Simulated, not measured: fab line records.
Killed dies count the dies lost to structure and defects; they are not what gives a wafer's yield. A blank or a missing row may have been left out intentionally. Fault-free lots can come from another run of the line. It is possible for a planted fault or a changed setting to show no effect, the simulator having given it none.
Which tool was responsible? || flow nandHarc || 12 lots, 36 wafers sampled, at 5 steps of a route of 1159

## WHAT THE GAUGES READ, wafer by wafer
NHARC_END_SORT_01.
{"lot": "L156", "measured": "day 22 01:46", "on": "prober-02", "killedAtArray": "18 30 158", "killedAtOther": "1 0 0", "killedAtPeriphery": "2 1 8", "killedDies": "21 31 166", "killedOpen": "2 3 5", "killedShort": "4 2 2"}

## EACH LOT AND THE TOOL THAT RAN IT (in order: tool; ch and the chambers of the sampled wafers; start)
{"lot": "L145", "NHARC_A_STAIRCASE_TRIM_191": "rieDiel-02 ch 0,3, day 11 04:14 or earlier", "NHARC_A_STAIRCASE_TRIM_198": "rieDiel-07 ch 1,3, day 11 04:14 or earlier", "NHARC_A_STAIRCASE_ETCH_199": "rieDiel-07 ch 1,2,3, day 11 04:14", "NHARC_A_STAIRCASE_STRIP_205": "plasmaAsher-02 ch 0,1, day 11 05:05"}
{"lot": "L144", "NHARC_A_STAIRCASE_TRIM_191": "rieDiel-07 ch 0,1,3, day 11 11:56 or earlier", "NHARC_A_STAIRCASE_TRIM_198": "rieDiel-06 ch 2,3, day 11 11:56 or earlier", "NHARC_A_STAIRCASE_ETCH_199": "rieDiel-06 ch 1,2,3, day 11 11:56", "NHARC_A_STAIRCASE_STRIP_205": "plasmaAsher-02 ch 0,1, day 11 12:35"}
{"lot": "L148", "NHARC_A_STAIRCASE_TRIM_191": "rieDiel-07 ch 0,1,3, day 11 16:31 or earlier", "NHARC_A_STAIRCASE_TRIM_198": "rieDiel-06 ch 1,2,3, day 11 16:31 or earlier", "NHARC_A_STAIRCASE_ETCH_199": "rieDiel-06 ch 0,1,2, day 11 16:31", "NHARC_A_STAIRCASE_STRIP_205": "plasmaAsher-02 ch 0,1, day 11 17:08"}
{"lot": "L146", "NHARC_A_STAIRCASE_TRIM_191": "rieDiel-06 ch 1,3, day 11 17:10 or earlier", "NHARC_A_STAIRCASE_TRIM_198": "rieDiel-07 ch 1,2,3, day 11 17:10 or earlier", "NHARC_A_STAIRCASE_ETCH_199": "rieDiel-07 ch 1,3, day 11 17:10", "NHARC_A_STAIRCASE_STRIP_205": "plasmaAsher-01 ch 0,1, day 11 18:01"}
{"lot": "L150", "NHARC_A_STAIRCASE_TRIM_191": "rieDiel-07 ch 1,3, day 12 15:19 or earlier", "NHARC_A_STAIRCASE_TRIM_198": "rieDiel-06 ch 0,1, day 12 15:19 or earlier", "NHARC_A_STAIRCASE_ETCH_199": "rieDiel-06 ch 0,2,3, day 12 15:19", "NHARC_A_STAIRCASE_STRIP_205": "plasmaAsher-02 ch 0,1, day 12 16:02"}
{"lot": "L151", "NHARC_A_STAIRCASE_TRIM_191": "rieDiel-06 ch 1,2,3, day 12 15:19 or earlier", "NHARC_A_STAIRCASE_TRIM_198": "rieDiel-02 ch 0,3, day 12 15:19 or earlier", "NHARC_A_STAIRCASE_ETCH_199": "rieDiel-02 ch 0,1, day 12 15:19", "NHARC_A_STAIRCASE_STRIP_205": "plasmaAsher-02 ch 0,1, day 12 16:13"}
{"lot": "L152", "NHARC_A_STAIRCASE_TRIM_191": "rieDiel-07 ch 1,2, day 13 04:29 or earlier", "NHARC_A_STAIRCASE_TRIM_198": "rieDiel-07 ch 0,2,3, day 13 04:29 or earlier", "NHARC_A_STAIRCASE_ETCH_199": "rieDiel-07 ch 0,3, day 13 04:29", "NHARC_A_STAIRCASE_STRIP_205": "plasmaAsher-02 ch 0,1, day 13 05:13"}
{"lot": "L156", "NHARC_A_STAIRCASE_TRIM_191": "rieDiel-06 ch 0,1,3, day 14 07:26 or earlier", "NHARC_A_STAIRCASE_TRIM_198": "rieDiel-06 ch 0,1,2, day 14 07:26 or earlier", "NHARC_A_STAIRCASE_ETCH_199": "rieDiel-06 ch 0,1,3, day 14 07:26", "NHARC_A_STAIRCASE_STRIP_205": "plasmaAsher-02 ch 0,1, day 14 08:11"}
{"lot": "L165", "NHARC_A_STAIRCASE_TRIM_191": "rieDiel-02 ch 0,1,3, day 16 04:20 or earlier", "NHARC_A_STAIRCASE_TRIM_198": "rieDiel-02 ch 0,1,3, day 16 04:20 or earlier", "NHARC_A_STAIRCASE_ETCH_199": "rieDiel-02 ch 0,1,2, day 16 04:20", "NHARC_A_STAIRCASE_STRIP_205": "plasmaAsher-01 ch 0,1, day 16 05:15"}
{"lot": "L166", "NHARC_A_STAIRCASE_TRIM_191": "rieDiel-06 ch 0,1,2, day 16 06:10 or earlier", "NHARC_A_STAIRCASE_TRIM_198": "rieDiel-02 ch 1,2,3, day 16 06:10 or earlier", "NHARC_A_STAIRCASE_ETCH_199": "rieDiel-02 ch 0,1,3, day 16 06:10", "NHARC_A_STAIRCASE_STRIP_205": "plasmaAsher-01 ch 0,1, day 16 07:00"}
{"lot": "L164", "NHARC_A_STAIRCASE_TRIM_191": "rieDiel-07 ch 1,2, day 16 09:37 or earlier", "NHARC_A_STAIRCASE_TRIM_198": "rieDiel-07 ch 2,3, day 16 09:37 or earlier", "NHARC_A_STAIRCASE_ETCH_199": "rieDiel-07 ch 1,2,3, day 16 09:37", "NHARC_A_STAIRCASE_STRIP_205": "plasmaAsher-01 ch 0,1, day 16 10:20"}
{"lot": "L167", "NHARC_A_STAIRCASE_TRIM_191": "rieDiel-07 ch 1,2,3, day 16 19:48 or earlier", "NHARC_A_STAIRCASE_TRIM_198": "rieDiel-06 ch 0,2, day 16 19:48 or earlier", "NHARC_A_STAIRCASE_ETCH_199": "rieDiel-06 ch 0,2, day 16 19:48", "NHARC_A_STAIRCASE_STRIP_205": "plasmaAsher-01 ch 1, day 16 21:10"}
- NHARC_A_STAIRCASE_TRIM_191: chemistry O2, time 211.2 s.
- NHARC_A_STAIRCASE_TRIM_198: chemistry O2, time 211.2 s.
- NHARC_A_STAIRCASE_ETCH_199: etches the open film in C4F8/O2, target depth 100 nm, time 40.5 s.
- NHARC_A_STAIRCASE_STRIP_205: strips in O2.

## AS READ BY THE TOOLS THEMSELVES (means over the sampled wafers that have a number; for cases with no such wafer, the mark the record gives instead)
NHARC_A_STAIRCASE_TRIM_191.
{"lot": "L145", "tool": "rieDiel-02", "drypumpMotorCurrentA (A)": 6.0, "oesProductAu (a.u.)": 0.992, "rfVppV (V)": 57.7, "showerheadPlenumPTorr (Torr)": 3.57, "throttleValvePct (%)": 17.036}
{"lot": "L144", "tool": "rieDiel-07", "drypumpMotorCurrentA (A)": 5.6, "oesProductAu (a.u.)": 1.004, "rfVppV (V)": 58.3, "showerheadPlenumPTorr (Torr)": 3.59, "throttleValvePct (%)": 17.044}
{"lot": "L148", "tool": "rieDiel-07", "drypumpMotorCurrentA (A)": 5.6, "oesProductAu (a.u.)": 0.995, "rfVppV (V)": 57.7, "showerheadPlenumPTorr (Torr)": 3.59, "throttleValvePct (%)": 17.035}
{"lot": "L146", "tool": "rieDiel-06", "drypumpMotorCurrentA (A)": 4.9, "oesProductAu (a.u.)": 1.002, "rfVppV (V)": 58.5, "showerheadPlenumPTorr (Torr)": 3.70, "throttleValvePct (%)": 17.039}
{"lot": "L150", "tool": "rieDiel-07", "drypumpMotorCurrentA (A)": 5.5, "oesProductAu (a.u.)": 0.994, "rfVppV (V)": 59.0, "showerheadPlenumPTorr (Torr)": 3.55, "throttleValvePct (%)": 17.035}
{"lot": "L151", "tool": "rieDiel-06", "drypumpMotorCurrentA (A)": 5.1, "oesProductAu (a.u.)": 1.004, "rfVppV (V)": 58.1, "showerheadPlenumPTorr (Torr)": 3.70, "throttleValvePct (%)": 17.031}
{"lot": "L152", "tool": "rieDiel-07", "drypumpMotorCurrentA (A)": 5.6, "oesProductAu (a.u.)": 1.006, "rfVppV (V)": 57.9, "showerheadPlenumPTorr (Torr)": 3.57, "throttleValvePct (%)": 17.040}
{"lot": "L156", "tool": "rieDiel-06", "drypumpMotorCurrentA (A)": 5.0, "oesProductAu (a.u.)": 1.008, "rfVppV (V)": 57.2, "showerheadPlenumPTorr (Torr)": 3.67, "throttleValvePct (%)": 17.035}
{"lot": "L165", "tool": "rieDiel-02", "drypumpMotorCurrentA (A)": 5.8, "oesProductAu (a.u.)": 0.998, "rfVppV (V)": 57.4, "showerheadPlenumPTorr (Torr)": 3.45, "throttleValvePct (%)": 17.028}
{"lot": "L166", "tool": "rieDiel-06", "drypumpMotorCurrentA (A)": 5.2, "oesProductAu (a.u.)": 1.003, "rfVppV (V)": 57.4, "showerheadPlenumPTorr (Torr)": 3.66, "throttleValvePct (%)": 17.035}
{"lot": "L164", "tool": "rieDiel-07", "drypumpMotorCurrentA (A)": 5.6, "oesProductAu (a.u.)": 1.001, "rfVppV (V)": 57.5, "showerheadPlenumPTorr (Torr)": 3.59, "throttleValvePct (%)": 17.037}
{"lot": "L167", "tool": "rieDiel-07", "drypumpMotorCurrentA (A)": 5.6, "oesProductAu (a.u.)": 0.996, "rfVppV (V)": 58.2, "showerheadPlenumPTorr (Torr)": 3.56, "throttleValvePct (%)": 17.043}

NHARC_A_STAIRCASE_TRIM_198.
{"lot": "L145", "tool": "rieDiel-07", "drypumpMotorCurrentA (A)": 5.5, "oesProductAu (a.u.)": 1.001, "rfVppV (V)": 57.3, "showerheadPlenumPTorr (Torr)": 3.56, "throttleValvePct (%)": 17.038}
{"lot": "L144", "tool": "rieDiel-06", "drypumpMotorCurrentA (A)": 4.9, "oesProductAu (a.u.)": 1.002, "rfVppV (V)": 57.2, "showerheadPlenumPTorr (Torr)": 3.77, "throttleValvePct (%)": 17.035}
{"lot": "L148", "tool": "rieDiel-06", "drypumpMotorCurrentA (A)": 5.1, "oesProductAu (a.u.)": 0.997, "rfVppV (V)": 59.2, "showerheadPlenumPTorr (Torr)": 3.70, "throttleValvePct (%)": 17.029}
{"lot": "L146", "tool": "rieDiel-07", "drypumpMotorCurrentA (A)": 5.6, "oesProductAu (a.u.)": 1.005, "rfVppV (V)": 57.6, "showerheadPlenumPTorr (Torr)": 3.58, "throttleValvePct (%)": 17.036}
{"lot": "L150", "tool": "rieDiel-06", "drypumpMotorCurrentA (A)": 5.2, "oesProductAu (a.u.)": 1.006, "rfVppV (V)": 58.5, "showerheadPlenumPTorr (Torr)": 3.61, "throttleValvePct (%)": 17.033}
{"lot": "L151", "tool": "rieDiel-02", "drypumpMotorCurrentA (A)": 5.9, "oesProductAu (a.u.)": 1.000, "rfVppV (V)": 57.8, "showerheadPlenumPTorr (Torr)": 3.48, "throttleValvePct (%)": 17.044}
{"lot": "L152", "tool": "rieDiel-07", "drypumpMotorCurrentA (A)": 5.6, "oesProductAu (a.u.)": 0.998, "rfVppV (V)": 57.7, "showerheadPlenumPTorr (Torr)": 3.61, "throttleValvePct (%)": 17.031}
{"lot": "L156", "tool": "rieDiel-06", "drypumpMotorCurrentA (A)": 5.2, "oesProductAu (a.u.)": 1.001, "rfVppV (V)": 58.5, "showerheadPlenumPTorr (Torr)": 3.67, "throttleValvePct (%)": 17.039}
{"lot": "L165", "tool": "rieDiel-02", "drypumpMotorCurrentA (A)": 5.8, "oesProductAu (a.u.)": 0.999, "rfVppV (V)": 57.7, "showerheadPlenumPTorr (Torr)": 3.45, "throttleValvePct (%)": 17.040}
{"lot": "L166", "tool": "rieDiel-02", "drypumpMotorCurrentA (A)": 5.6, "oesProductAu (a.u.)": 1.004, "rfVppV (V)": 58.1, "showerheadPlenumPTorr (Torr)": 3.58, "throttleValvePct (%)": 17.037}
{"lot": "L164", "tool": "rieDiel-07", "drypumpMotorCurrentA (A)": 5.6, "oesProductAu (a.u.)": 0.996, "rfVppV (V)": 57.9, "showerheadPlenumPTorr (Torr)": 3.58, "throttleValvePct (%)": 17.041}
{"lot": "L167", "tool": "rieDiel-06", "drypumpMotorCurrentA (A)": 5.2, "oesProductAu (a.u.)": 1.002, "rfVppV (V)": 58.6, "showerheadPlenumPTorr (Torr)": 3.73, "throttleValvePct (%)": 17.035}

NHARC_A_STAIRCASE_ETCH_199.
{"lot": "L145", "tool": "rieDiel-07", "oesProductAu (a.u.)": 0.944, "rfVppV (V)": 898}
{"lot": "L144", "tool": "rieDiel-06", "oesProductAu (a.u.)": 0.961, "rfVppV (V)": 903}
{"lot": "L148", "tool": "rieDiel-06", "oesProductAu (a.u.)": 0.949, "rfVppV (V)": 901}
{"lot": "L146", "tool": "rieDiel-07", "oesProductAu (a.u.)": 0.943, "rfVppV (V)": 896}
{"lot": "L150", "tool": "rieDiel-06", "oesProductAu (a.u.)": 0.957, "rfVppV (V)": 904}
{"lot": "L151", "tool": "rieDiel-02", "oesProductAu (a.u.)": 0.938, "rfVppV (V)": 891}
{"lot": "L152", "tool": "rieDiel-07", "oesProductAu (a.u.)": 0.941, "rfVppV (V)": 898}
{"lot": "L156", "tool": "rieDiel-06", "oesProductAu (a.u.)": 0.892, "rfVppV (V)": 901}
{"lot": "L165", "tool": "rieDiel-02", "oesProductAu (a.u.)": 0.943, "rfVppV (V)": 895}
{"lot": "L166", "tool": "rieDiel-02", "oesProductAu (a.u.)": 0.941, "rfVppV (V)": 893}
{"lot": "L164", "tool": "rieDiel-07", "oesProductAu (a.u.)": 0.951, "rfVppV (V)": 897}
{"lot": "L167", "tool": "rieDiel-06", "oesProductAu (a.u.)": 0.934, "rfVppV (V)": 902}

NHARC_A_STAIRCASE_STRIP_205.
{"lot": "L145", "tool": "plasmaAsher-02", "drypumpMotorCurrentA (A)": 5.9, "heaterPowerW (W)": 303}
{"lot": "L144", "tool": "plasmaAsher-02", "drypumpMotorCurrentA (A)": 6.0, "heaterPowerW (W)": 325}
{"lot": "L148", "tool": "plasmaAsher-02", "drypumpMotorCurrentA (A)": 6.0, "heaterPowerW (W)": 324}
{"lot": "L146", "tool": "plasmaAsher-01", "drypumpMotorCurrentA (A)": 5.6, "heaterPowerW (W)": 289}
{"lot": "L150", "tool": "plasmaAsher-02", "drypumpMotorCurrentA (A)": 6.0, "heaterPowerW (W)": 324}
{"lot": "L151", "tool": "plasmaAsher-02", "drypumpMotorCurrentA (A)": 6.0, "heaterPowerW (W)": 328}
{"lot": "L152", "tool": "plasmaAsher-02", "drypumpMotorCurrentA (A)": 6.0, "heaterPowerW (W)": 322}
{"lot": "L156", "tool": "plasmaAsher-02", "drypumpMotorCurrentA (A)": 6.0, "heaterPowerW (W)": 325}
{"lot": "L165", "tool": "plasmaAsher-01", "drypumpMotorCurrentA (A)": 5.9, "heaterPowerW (W)": 290}
{"lot": "L166", "tool": "plasmaAsher-01", "drypumpMotorCurrentA (A)": 5.9, "heaterPowerW (W)": 288}
{"lot": "L164", "tool": "plasmaAsher-01", "drypumpMotorCurrentA (A)": 5.8, "heaterPowerW (W)": 294}
{"lot": "L167", "tool": "plasmaAsher-01", "drypumpMotorCurrentA (A)": 5.2, "heaterPowerW (W)": 303}

## THE ANSWER, worked out from the rows above alone
Rule: what is usual is taken from the lots themselves. The widest of any qualifying gaps counts: lots, ordered by their means at a reading, are off when they make up no more than a third of the lots, leave a main group of 4 or more, and stand apart from it by 3 or more times the standard deviation of that group's means. Not used: any main group whose means are identical at the precision the tables above print for the reading. A lot without any number at a reading at which 4 lots or more have one is off too. All remaining lots with rows at the step are treated as sound. First the gauges in route order, then the tools' own readings, where a lot's mean is used as printed above. The first step at which some lot is off is used, and at that step the reading that is off furthest; a lot without a number counts as furthest.
Off at NHARC_A_STAIRCASE_ETCH_199 (oesProductAu): L156. Main group: mean 0.946 a.u., sd 0.0077.
If a tool, at that step or one of the process steps before it, ran each lot that is off and ran no sound lot following the first of them, it fits. Because NHARC_A_STAIRCASE_TRIM_191 lacks a start for some lots, the hours and order of its lots are taken from NHARC_A_STAIRCASE_ETCH_199. Because NHARC_A_STAIRCASE_TRIM_198 lacks a start for some lots, the hours and order of its lots are taken from NHARC_A_STAIRCASE_ETCH_199. No candidate that was tried fits.

## WHAT HAD BEEN PUT IN BY THE SIMULATOR
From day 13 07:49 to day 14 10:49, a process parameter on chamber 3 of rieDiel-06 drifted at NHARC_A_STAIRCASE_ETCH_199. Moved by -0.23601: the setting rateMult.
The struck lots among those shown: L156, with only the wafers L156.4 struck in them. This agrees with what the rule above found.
